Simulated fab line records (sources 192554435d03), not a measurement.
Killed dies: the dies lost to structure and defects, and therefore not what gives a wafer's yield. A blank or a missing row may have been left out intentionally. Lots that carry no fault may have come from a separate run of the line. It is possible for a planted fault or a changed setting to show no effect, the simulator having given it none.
Matching of chambers + flow n5Finfet + N5_BEOL_M8_ALD_77 on aldMetal-04: 4 sister chambers
The step deposits TaN, target thk 2 nm, pulse time 2 s, purge time 3 s. 18 wafers are shown with their chamber, then 9 later ones without.

== WAFERS PAIRED WITH THEIR CHAMBERS ==
| wafer  | chamber | heaterPowerW (W) | heaterPowerOuterW (W) |
|--------|---------|------------------|-----------------------|
| L074.1 | 1       | 453              | 227                   |
| L074.3 | 3       | 427              | 227                   |
| L074.6 | 3       | 432              | 233                   |
| L079.1 | 0       | 396              | 235                   |
| L079.3 | 3       | 432              | 228                   |
| L079.4 | 2       | 421              | 248                   |
| L078.2 | 2       | 424              | 250                   |
| L078.4 | 3       | 433              | 222                   |
| L078.5 | 3       | 440              | 235                   |
| L081.1 | 2       | 426              | 254                   |
| L081.4 | 1       | 438              | 225                   |
| L081.5 | 3       | 424              | 228                   |
| L084.2 | 3       | 430              | 228                   |
| L084.3 | 1       | 439              | 219                   |
| L084.5 | 3       | 427              | 231                   |
| L087.2 | 1       | 436              | 223                   |
| L087.3 | 1       | 448              | 221                   |
| L087.5 | 1       | 438              | 214                   |

SIGNATURES, as means of the wafers listed above
| reading           | chamber 0 | chamber 1 | chamber 2 | chamber 3 | scatter within a chamber |
|-------------------|-----------|-----------|-----------|-----------|--------------------------|
| heaterPowerW      | 396.00    | 442.00    | 423.67    | 430.62    | 5.44                     |
| heaterPowerOuterW | 235.00    | 221.50    | 250.67    | 229.00    | 4.12                     |
Rule: distance of a wafer from a chamber = root of the sum over the readings of ((wafer's reading minus chamber's mean) / reading's scatter) squared. If the next closest chamber is less than 2 further off than the closest, the wafer can't be placed; otherwise it belongs to the closest. The scatter: take each reading less its chamber's mean, square it, sum over the shown wafers, divide by the number of wafers less the number of chambers, and take the root.

== WAFERS WITHOUT THEIR CHAMBER ==
| wafer  | heaterPowerW (W) | heaterPowerOuterW (W) |
|--------|------------------|-----------------------|
| L090.1 | 447              | 225                   |
| L090.3 | 436              | 237                   |
| L090.5 | 392              | 234                   |
| L094.1 | 391              | 238                   |
| L094.5 | 418              | 256                   |
| L094.6 | 437              | 233                   |
| L095.2 | 396              | 239                   |
| L095.4 | 412              | 253                   |
| L095.6 | 436              | 236                   |

== CHAMBER TAKEN BY EACH ==
| wafer  | from the rows above          | in truth |
|--------|------------------------------|----------|
| L090.1 | can't be placed: 1 or 3      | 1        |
| L090.3 | can't be placed: 3 or 1 or 2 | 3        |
| L090.5 | 0                            | 0        |
| L094.1 | 0                            | 0        |
| L094.5 | 2                            | 2        |
| L094.6 | can't be placed: 3 or 1      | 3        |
| L095.2 | 0                            | 0        |
| L095.4 | 2                            | 2        |
| L095.6 | can't be placed: 3 or 1      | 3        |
Correct placement for 5 of the 9. Cannot be placed on the basis of these rows: 4; the candidates contain the true chamber in 4. Wrongly placed: 0.
